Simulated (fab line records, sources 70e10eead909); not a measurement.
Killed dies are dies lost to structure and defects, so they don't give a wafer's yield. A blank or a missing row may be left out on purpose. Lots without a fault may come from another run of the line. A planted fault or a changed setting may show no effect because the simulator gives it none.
fab line records | flow nand_harc | part 2 of 2: steps 32 to 37 of 37
record lots=5 wafers=15 last_day=31
route steps=1302 shown A_STAIRCASE@795
lots that met no fault: from a run of the same line without faults
start_h: hours from the record's first day to the start of the lot's first wafer shown | wait_h: hours since the lot's step before | " the same as in the row above | L1.1+2: a row that stands for several wafers | - no value, or no start given | * or withheld: withheld | < > ~ a bound
route shown NAME@n: a module of which the file shows steps, and the number in the route of the first | usual: mean/standard deviation of fault-free wafers | same: alike in all rows | chamber/n: place in a boat | sites: the reading at each site | _std_site: their standard deviation | _edge_site: outer sites' mean less inner sites' | radius_mm: how far each site lies from the wafer's centre | mask NAME#n: copy n | behind: the tool/chamber that last shaped the wafer | hold: why the lot was held/for how many hours/how that ended | device: the transistor (n, p or np) that didn't switch | end of line: the same wafers' tests at the end of the route | a step without rows: its recipe alone | killed: dies lost to structure and defects at the first sort, not the wafer's yield | map: a wafer's dies, x killed, . not, _ none there
set.NAME: the setting as run; set.NAME@STEP: as run at that earlier step | model.NAME: the simulator's own value behind a step, which no gauge read
lots at some steps of the route; a table a step, a row a wafer
services: from which hour (start_h, from the record's first day; less than 0 if before it) a tool's chamber was out of use, for how many hours, and why
## steps
# step NHARC_A_STAIRCASE_HARDBAKE_311
# recipe temp_c=120 time_s=140
# columns lot.wafer tool chamber start_h wait_h
L075.1+2+3 litho_track-05 0 408.55 -
L084.4+5+6 litho_track-05 0 489.88 -
L089.3+5+6 litho_track-02 0 523.05 -
L090.3+5+6 litho_track-07 0 542.86 -
L092.2+4+5 litho_track-02 0 569.40 -
# step NHARC_A_STAIRCASE_DESCUM_312
# recipe time_s=3 o2_flow_sccm=200 ar_flow_sccm=0 bias_power_w=0 chemistry=O2
# usual drypump_motor_current_A=5.6/0.44 oes_product_au=0.996/0.012 rf_vpp_V=57.8/0.78 showerhead_plenum_p_Torr=1.93/0.063 throttle_valve_pct=11.312/0.0094
# columns lot.wafer tool chamber start_h wait_h drypump_motor_current_A oes_product_au rf_hours_counter_h rf_vpp_V showerhead_plenum_p_Torr throttle_valve_pct
L075.2 rie_diel-08 0 408.64 - 5.2 1.001 5 57.4 1.91 11.302
L075.3 " 1 " " 5.7 1.008 12 56.8 1.94 11.300
L075.1 " 2 " " 5.4 1.006 7 56.6 1.90 11.304
L084.4 rie_diel-08 0 489.96 - 5.2 1.001 37 56.3 1.90 11.320
L084.6 " 0 " " 5.2 0.992 - 58.2 1.90 11.302
L084.5 " 1 " " 5.8 1.018 - 58.1 1.93 11.310
L089.3 rie_diel-07 2 523.15 - 5.3 0.996 11 57.8 1.97 11.316
L089.5 " 0 " " 6.2 0.978 - 57.3 2.02 11.319
L089.6 " 1 " " 5.0 0.996 - 57.0 1.95 11.313
L090.3 rie_diel-08 1 542.95 - 5.7 1.022 46 57.3 1.93 11.316
L090.5 " 0 " " 5.2 1.010 - 55.7 1.90 11.329
L090.6 " 1 " " 5.8 1.020 - 58.0 1.93 11.302
L092.2 rie_diel-08 1 569.49 - 5.8 1.005 3 57.9 1.93 11.297
L092.4 " 0 " " 5.2 1.017 3 57.9 1.90 11.309
L092.5 " 1 " " 5.8 1.006 - 58.1 1.93 11.292
# step NHARC_A_STAIRCASE_ETCH_313
# recipe cf4_flow_sccm=100 chf3_flow_sccm=30 ar_flow_sccm=0 rf_w=500 bias_w=200 chemistry=CF4/CHF3
# usual chf3_flow_sccm=30.00/0.086 drypump_motor_current_A=5.6/0.44 oes_product_au=0.924/0.014 rf_vpp_V=370.8/1.8 showerhead_plenum_p_Torr=1.58/0.05 throttle_valve_pct=16.803/0.0092
# columns lot.wafer tool chamber start_h wait_h chf3_flow_sccm drypump_motor_current_A oes_product_au rf_hours_counter_h rf_vpp_V showerhead_plenum_p_Torr throttle_valve_pct
L075.1 rie_diel-08 2 408.73 0.1 29.86 5.4 0.938 7 370.7 1.56 16.806
L075.3 " 3 " " 30.05 5.5 0.909 14 366.4 1.48 16.806
L075.2 " 1 " " 30.11 5.8 0.935 12 369.8 1.60 16.799
L084.4 rie_diel-08 3 490.04 0.1 30.05 5.5 0.902 44 368.6 1.48 16.796
L084.5 " 3 " " 29.93 5.5 0.906 - 367.3 1.48 16.788
L084.6 " 0 " " 30.03 5.2 0.925 - 371.3 1.57 16.812
L089.3 rie_diel-07 2 523.22 0.1 29.96 5.2 0.932 11 371.9 1.62 16.802
L089.5 " 2 " " 29.98 5.2 0.929 - 371.3 1.62 16.814
L089.6 " 3 " " 29.87 5.2 0.924 - 370.5 1.54 16.825
L090.3 rie_diel-08 3 543.05 0.1 30.10 5.5 0.910 63 366.3 1.47 16.804
L090.6 " 1 " " 29.96 5.8 0.953 - 370.8 1.59 16.790
L090.5 " 2 " " 29.83 5.4 0.928 - 370.6 1.55 16.812
L092.2 rie_diel-08 3 569.59 0.1 29.96 5.5 0.965 3 367.6 1.47 16.793
L092.4 " 0 " " 30.01 5.2 0.976 3 369.5 1.56 16.819
L092.5 " 3 " " 30.12 5.5 0.962 - 367.0 1.47 16.796
# step NHARC_A_STAIRCASE_HM_OPEN_463
# recipe o2_flow_sccm=400 cos_flow_sccm=20 ar_flow_sccm=0 rf_w=500 bias_w=300 chemistry=O2/COS
# usual drypump_motor_current_A=5.6/0.43 oes_product_au=0.996/0.01 rf_vpp_V=467.6/2.3 showerhead_plenum_p_Torr=3.14/0.1 throttle_valve_pct=28.330/0.0085
# columns lot.wafer tool chamber start_h wait_h drypump_motor_current_A oes_product_au rf_hours_counter_h rf_vpp_V showerhead_plenum_p_Torr throttle_valve_pct
L075.3 rie_diel-08 3 - - 5.5 0.985 14 463.3 2.94 28.347
L075.1 " 1 " " 5.8 1.022 12 467.7 3.17 28.337
L075.2 " 2 " " 5.4 0.996 7 467.1 3.10 28.340
L084.4 rie_diel-08 1 - - 5.7 0.994 42 467.7 3.16 28.327
L084.6 " 3 " " 5.5 0.981 - 463.2 2.93 28.333
L084.5 " 0 " " 5.2 0.999 - 468.3 3.11 28.324
L089.3 rie_diel-07 2 - - 5.2 0.998 11 468.9 3.22 28.336
L089.5 " 3 " " 5.3 1.003 - 466.1 3.06 28.318
L089.6 " 0 " " 6.2 0.992 - 469.5 3.28 28.307
L090.3 rie_diel-08 3 - - 5.5 0.992 64 462.0 2.92 28.337
L090.6 " 1 " " 5.7 1.010 - 469.2 3.15 28.334
L090.5 " 2 " " 5.4 1.000 - 465.7 3.07 28.317
L092.4 rie_diel-08 2 - - 5.4 0.988 3 466.7 3.07 28.330
L092.2 " 3 " " 5.6 1.007 3 462.8 2.92 28.337
L092.5 " 1 " " 5.7 1.013 - 467.1 3.15 28.328
# step NHARC_A_STAIRCASE_STRIP_464
# recipe o2_flow_sccm=400 cos_flow_sccm=20 ar_flow_sccm=0 bias_w=0 chemistry=O2/COS
# columns lot.wafer tool chamber start_h wait_h
L075.1+2+3 rie_diel-08 0,2,3 - -
L084.4+6+5 rie_diel-08 0,1,2 - -
L089.3+6+5 rie_diel-07 1,1,2 - -
L090.3+6+5 rie_diel-08 2,3,0 - -
L092.2+4+5 rie_diel-08 2,3,2 - -
# step NHARC_A_STAIRCASE_ETCH_453
# recipe target_depth_a=300 overetch_a=30 time_s=16.5 ion_energy_ev=100 cf4_flow_sccm=80 o2_flow_sccm=20 ar_flow_sccm=0 rf_w=300 bias_w=100 chemistry=CF4/O2
# usual drypump_motor_current_A=5.5/0.43 oes_product_au=0.995/0.011 rf_vpp_V=198.0/1.3 showerhead_plenum_p_Torr=1.34/0.044 throttle_valve_pct=13.397/0.0096
# columns lot.wafer tool chamber start_h wait_h drypump_motor_current_A oes_product_au rf_hours_counter_h rf_vpp_V showerhead_plenum_p_Torr throttle_valve_pct
L075.2 rie_diel-08 3 - - 5.5 0.972 14 195.9 1.26 13.402
L075.3 " 0 " " 5.2 1.004 5 197.8 1.34 13.400
L075.1 " 2 " " 5.4 1.005 7 198.0 1.32 13.389
L084.4 rie_diel-08 1 - - 5.8 1.009 42 197.7 1.35 13.405
L084.6 " 3 " " 5.5 0.987 - 197.3 1.25 13.408
L084.5 " 0 " " 5.2 0.998 - 198.0 1.33 13.397
L089.3 rie_diel-07 1 - - 5.0 0.982 15 199.1 1.36 13.406
L089.6 " 1 " " 5.0 1.001 - 199.0 1.36 13.385
L089.5 " 2 " " 5.2 0.992 - 198.3 1.38 13.387
L090.3 rie_diel-08 2 - - 5.4 1.008 57 197.0 1.31 13.395
L090.6 " 0 " " 5.2 1.008 - 197.4 1.33 13.394
L090.5 " 1 " " 5.8 1.009 - 198.5 1.35 13.397
L092.2 rie_diel-08 2 - - 5.4 0.989 4 194.8 1.31 13.391
L092.4 " 1 " " 5.7 1.008 3 200.1 1.35 13.405
L092.5 " 2 " " 5.4 0.982 - 198.1 1.31 13.398
## services
# columns tool chamber start_h hours kind
pecvd-02 0 385.01 2.7 repair
rie_diel-08 2 393.50 11.2 repair
rie_diel-08 0 393.82 3.0 repair
litho_track-02 - 402.00 7.0 pm
acl_dep-03 - 408.80 1.5 repair
rie_diel-08 1 416.73 3.3 repair
litho_track-07 - 426.00 7.0 pm
acl_dep-02 - 431.01 13.0 pm
rie_diel-07 1 442.29 7.0 repair
pecvd-04 - 450.00 13.0 pm
krf_scanner-01 - 462.66 3.2 repair
rie_diel-07 - 471.29 9.0 pm
wet_bench-05 - 473.09 8.0 pm
litho_track-05 - 474.00 7.0 pm
krf_scanner-01 - 484.00 4.0 pm
rie_diel-06 - 484.74 9.0 pm
acl_dep-03 - 486.52 13.0 pm
rie_diel-08 1 507.94 34.1 repair
rie_diel-08 - 510.07 0.4 repair
wet_bench-07 - 512.03 8.0 pm
acl_dep-02 - 516.73 1.5 repair
krf_scanner-01 - 518.39 0.3 repair
rie_diel-08 - 548.92 9.0 pm
rie_diel-06 - 552.38 2.1 repair
